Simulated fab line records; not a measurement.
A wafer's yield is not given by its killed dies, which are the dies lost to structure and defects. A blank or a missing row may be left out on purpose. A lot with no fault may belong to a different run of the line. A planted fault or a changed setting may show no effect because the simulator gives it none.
Which tool was responsible? :: flow n5_finfet :: 10 lots with 30 wafers sampled at 2 steps, on a route of 1938 steps

## WHAT EACH GAUGE READ, for each wafer
N5_MIM_TOP_LITHO_CD_MEAS_08: the cd target is 2000 nm. Usual: cd_nm 2001.1 nm, standard deviation 1.8.
lot: L755
measured: day 13 13:27
on: cd_sem-03
cd_nm (nm): 2000.6 1999.6 2000.7
flag: 

lot: L754
measured: day 13 19:14
on: cd_sem-01
cd_nm (nm): 2002.3 2001.9 2002.2
flag: 

lot: L758
measured: day 14 00:17
on: cd_sem-03
cd_nm (nm): 2005.0 2004.1 2003.4
flag: 

lot: L757
measured: day 14 01:54
on: cd_sem-02
cd_nm (nm): 1999.8 2000.1 2000.4
flag: 

lot: L761
measured: day 14 18:55
on: cd_sem-03
cd_nm (nm): 2000.5 1999.6 2001.4
flag: 

lot: L765
measured: day 16 06:31
on: cd_sem-02
cd_nm (nm): 2002.8 2002.3 2002.0
flag: 

lot: L773
measured: day 17 22:21
on: cd_sem-03
cd_nm (nm): 2001.4 2002.3 1998.5
flag: 

lot: L774
measured: day 18 19:46
on: cd_sem-01
cd_nm (nm): 2000.6 2000.9 1999.4
flag: 

lot: L775
measured: day 19 00:11
on: cd_sem-01
cd_nm (nm): 2001.6 2002.4 2000.5
flag: 

lot: L776
measured: day 19 03:08
on: cd_sem-02
cd_nm (nm): 2003.1 2003.9 2001.6
flag: 

## EACH LOT AND THE TOOL THAT RAN IT (in order: tool; ch and the chambers of the sampled wafers; start)
lot: L755
N5_MIM_TOP_ALD_01: ald_hk-01 ch 0,1, day 13 13:27 or earlier

lot: L754
N5_MIM_TOP_ALD_01: ald_hk-03 ch 1,2,3, day 13 19:14 or earlier

lot: L758
N5_MIM_TOP_ALD_01: ald_hk-03 ch 0,1,2, day 14 00:17 or earlier

lot: L757
N5_MIM_TOP_ALD_01: ald_hk-02 ch 0,2, day 14 01:54 or earlier

lot: L761
N5_MIM_TOP_ALD_01: ald_hk-02 ch 0,1,3, day 14 18:55 or earlier

lot: L765
N5_MIM_TOP_ALD_01: ald_hk-01 ch 0,1,3, day 16 06:31 or earlier

lot: L773
N5_MIM_TOP_ALD_01: ald_hk-01 ch 1,3, day 17 22:21 or earlier

lot: L774
N5_MIM_TOP_ALD_01: ald_hk-02 ch 0,1,3, day 18 19:46 or earlier

lot: L775
N5_MIM_TOP_ALD_01: ald_hk-03 ch 0,1,2, day 19 00:11 or earlier

lot: L776
N5_MIM_TOP_ALD_01: ald_hk-02 ch 1,2, day 19 03:08 or earlier
- N5_MIM_TOP_ALD_01: deposits HfO2, target thk 5.6 nm, pulse time 1 s, purge time 3 s.

## AS READ BY THE TOOLS THEMSELVES (means over the sampled wafers that have a number; for cases with no such wafer, the mark the record gives instead)
N5_MIM_TOP_ALD_01. Usual: precursor_pulse_height_rel 1.002, standard deviation 0.02.
lot: L755
tool: ald_hk-01
precursor_pulse_height_rel: 0.988
flag: 

lot: L754
tool: ald_hk-03
precursor_pulse_height_rel: 0.995
flag: 

lot: L758
tool: ald_hk-03
precursor_pulse_height_rel: 1.012
flag: 

lot: L757
tool: ald_hk-02
precursor_pulse_height_rel: 0.991
flag: 

lot: L761
tool: ald_hk-02
precursor_pulse_height_rel: 1.004
flag: 

lot: L765
tool: ald_hk-01
precursor_pulse_height_rel: 1.013
flag: 

lot: L773
tool: ald_hk-01
precursor_pulse_height_rel: 1.015
flag: 

lot: L774
tool: ald_hk-02
precursor_pulse_height_rel: 1.010
flag: 

lot: L775
tool: ald_hk-03
precursor_pulse_height_rel: 0.999
flag: 

lot: L776
tool: ald_hk-02
precursor_pulse_height_rel: 0.990
flag: 

## THE ANSWER, worked out from the rows above alone
Rule: lot off if the mean of its wafers having a number is beyond 3 standard deviations from the usual mean. A lot without any number at a reading at which 4 lots or more have one is off too. All remaining lots with rows at the step are treated as sound. First the gauges in route order, then the tools' own readings, where a lot's mean is used as printed above. At the first step where some lot is off, the reading lying furthest off is the one used; lots without a number count as furthest.
Across all readings shown, no lot is off: no conclusion can be drawn from this.

## WHAT WAS PUT IN BY THE SIMULATOR
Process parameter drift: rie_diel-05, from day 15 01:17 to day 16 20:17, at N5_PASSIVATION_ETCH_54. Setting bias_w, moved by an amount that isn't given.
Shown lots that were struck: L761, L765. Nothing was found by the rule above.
